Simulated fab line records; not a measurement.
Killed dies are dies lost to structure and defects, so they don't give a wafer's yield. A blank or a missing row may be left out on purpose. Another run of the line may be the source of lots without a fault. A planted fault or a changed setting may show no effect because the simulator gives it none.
Matching of chambers | flow n5Finfet | N5_DUMMY_GATE_CMP_04 on cmp-04 has 4 sister chambers
The step polishes a-Si. 8 wafers are shown with their chamber, then 8 later ones without.

## EACH WAFER AND ITS CHAMBER
wafer  | chamber | motorCurrentA (A) | timeToEndpointS (s)
L080.4 | 1       | 10.1              | 12.7
L081.1 | 3       | 9.5               | 14.9
L081.4 | 1       | 9.9               | 11.2
L081.6 | 3       | 9.6               | 13.2
L081.2 | 2       | 11.2              | 14.4
L081.3 | 0       | 9.1               | 12.2
L081.5 | 0       | 8.9               | 12.6
L083.2 | 2       | 11.1              | 15.4

## WAFERS WHOSE CHAMBER IS MISSING
wafer  | motorCurrentA (A) | timeToEndpointS (s)
L083.5 | 10.4              | 11.5
L083.6 | 11.7              | 11.9
L093.1 | 11.1              | 17.0
L093.2 | 9.0               | 15.4
L093.5 | 9.4               | 11.9
L093.3 | 10.7              | 16.9
L093.4 | 9.5               | 15.9
L093.6 | 9.5               | 16.3

## WHICH CHAMBER EACH ONE RAN IN
wafer  | from the rows above     | in truth
L083.5 | 1                       | 1
L083.6 | 2                       | 2
L093.1 | 2                       | 2
L093.2 | can't be placed: 0 or 3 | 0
L093.5 | can't be placed: 3 or 0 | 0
L093.3 | 2                       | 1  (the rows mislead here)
L093.4 | 3                       | 3
L093.6 | 3                       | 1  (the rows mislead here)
4 of 8 placed correctly. Can't be placed from these rows: 2 (the true chamber is among the candidates in 2). Wrongly placed: 2.
How it was worked out, from the rows above alone: a wafer's distance from a chamber is the root of the sum, over the readings, of the square of ((its reading less the chamber's mean) divided by the reading's scatter). If the next closest chamber is less than 2 further off than the closest, the wafer can't be placed; otherwise it belongs to the closest. The mean given for a chamber averages the wafers shown for that chamber. How the scatter is found: for the shown wafers, subtract from each reading the mean of its chamber, square and add these, divide the total by (wafers less chambers), then take the root.
